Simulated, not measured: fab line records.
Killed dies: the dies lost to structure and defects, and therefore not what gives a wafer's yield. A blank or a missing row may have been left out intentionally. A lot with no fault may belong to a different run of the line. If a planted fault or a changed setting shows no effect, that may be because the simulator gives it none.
Comparing a struck lot with a sound one ; flow n5 finfet ; 14 out of 1938 route steps
Sound: these wafers, L518.1, L518.4, L518.6. Wafers struck: L526.1, L526.5, L526.6. Last of all comes the cause.
At each step with rows: each side's tool, then ch and its chambers, then its first start. Under that, the readings that differ: sound wafers ; struck wafers ; difference of the means ; sigmas: that difference in standard deviations of wafers without a fault.
alike: same words and numbers on both sides, and readings whose means sit less than 2 such deviations apart. not compared: any withheld reading, any reading some wafer has no value for, any bound like >300 that may hide the same value, and any number with overlapping values for which the record gives no deviation.
Wherever a step has rows on one side only, a row that says differs or no value, or a row with sigmas, the two part there. Numbers that don't overlap but have no deviation are shown without sigmas and don't part them. Lack of a reading on every wafer of one side parts them only where that side has two or more wafers.

N5_ZERO_LAYER_CD_MEAS_11 targets a cd of 2000 nm.
  sound on cd sem-03 ch 0, day 2 06:46; struck on cd sem-01 ch 0, day 4 06:38
  alike: cd nm
N5_ZERO_LAYER_DESCUM_16: chemistry O2, time 7.9 s.
  sound on rie diel-05 ch 0,2, day 2 06:48; struck on rie diel-05 ch 1,2,3, day 4 06:41
  alike: bias power w, drypump motor current A, oes product au, rf vpp V, showerhead plenum p Torr, throttle valve pct
  not compared: rf hours counter h
N5_ZERO_LAYER_ETCH_17: etches SiO2 in CF4, target depth 12 nm, time 13.3 s.
  sound on rie diel-05 ch 0,2, day 2 06:50; struck on rie diel-05 ch 1,2,3, day 4 06:43
  alike: drypump motor current A, oes product au, rf vpp V, showerhead plenum p Torr, throttle valve pct
  not compared: rf hours counter h
N5_ZERO_LAYER_ETCH_18: etches Si in HBr/Cl2, target depth 120 nm, time 40 s.
  sound on rie si-03 ch 0,3, day 2 06:55; struck on rie si-06 ch 2,3, day 4 06:47
  alike: drypump motor current A, oes product au, throttle valve pct
  not compared: rf hours counter h
N5_ZERO_LAYER_STRIP_24: strips in O2.
  sound on plasma asher-01 ch 1, day 2 07:01; struck on plasma asher-01 ch 0,1, day 4 06:53
reading;sound;struck;difference;sigmas
strip time to endpoint s (s);43.64 43.56 43.65;44.13 44.07 44.03;+0.46;+3
  alike: drypump motor current A, heater power w, oes product au
  not compared: rf hours counter h
then, 1 step without rows for these wafers: N5_ZERO_LAYER_STRIP_19 (strips in SPM, time 900 s).
N5_ZERO_LAYER_INSPECT_20: inspects for defects (darkfield).
  sound on defect inspect-01, day 2 07:40; struck on defect inspect-01, day 4 07:16
  alike: raw defect count
then, 5 steps without rows for these wafers: N5_WELL_APT_HMDS_01 (time 60 s); N5_WELL_APT_COAT_02 (resist thk 950 nm); N5_WELL_APT_EBR_04; N5_WELL_APT_SOFTBAKE_03 (time 60 s); N5_WELL_APT_EXPOSE_05 (exposes mask NWELL, defocus 0 nm, target cd 200 nm).
N5_WELL_APT_PEB_06: peb time 90 s.
  sound on litho track-04 ch 0, day 2 07:59; struck on litho track-04, day 4 07:34
  no value came back on the struck wafers for chill plate temp C (C), exhaust pa (Pa), peb time s (s); on the sound wafers chill plate temp C (C) reads 22.88 22.88 23.03
then, 1 step without rows for these wafers: N5_WELL_APT_DEVELOP_07 (develop time 45 s).

== WHERE THEY PART ==
Last at N5_WELL_APT_PEB_06 as far as this record goes, first at N5_ZERO_LAYER_STRIP_24.

WHY: what had been put in by the simulator
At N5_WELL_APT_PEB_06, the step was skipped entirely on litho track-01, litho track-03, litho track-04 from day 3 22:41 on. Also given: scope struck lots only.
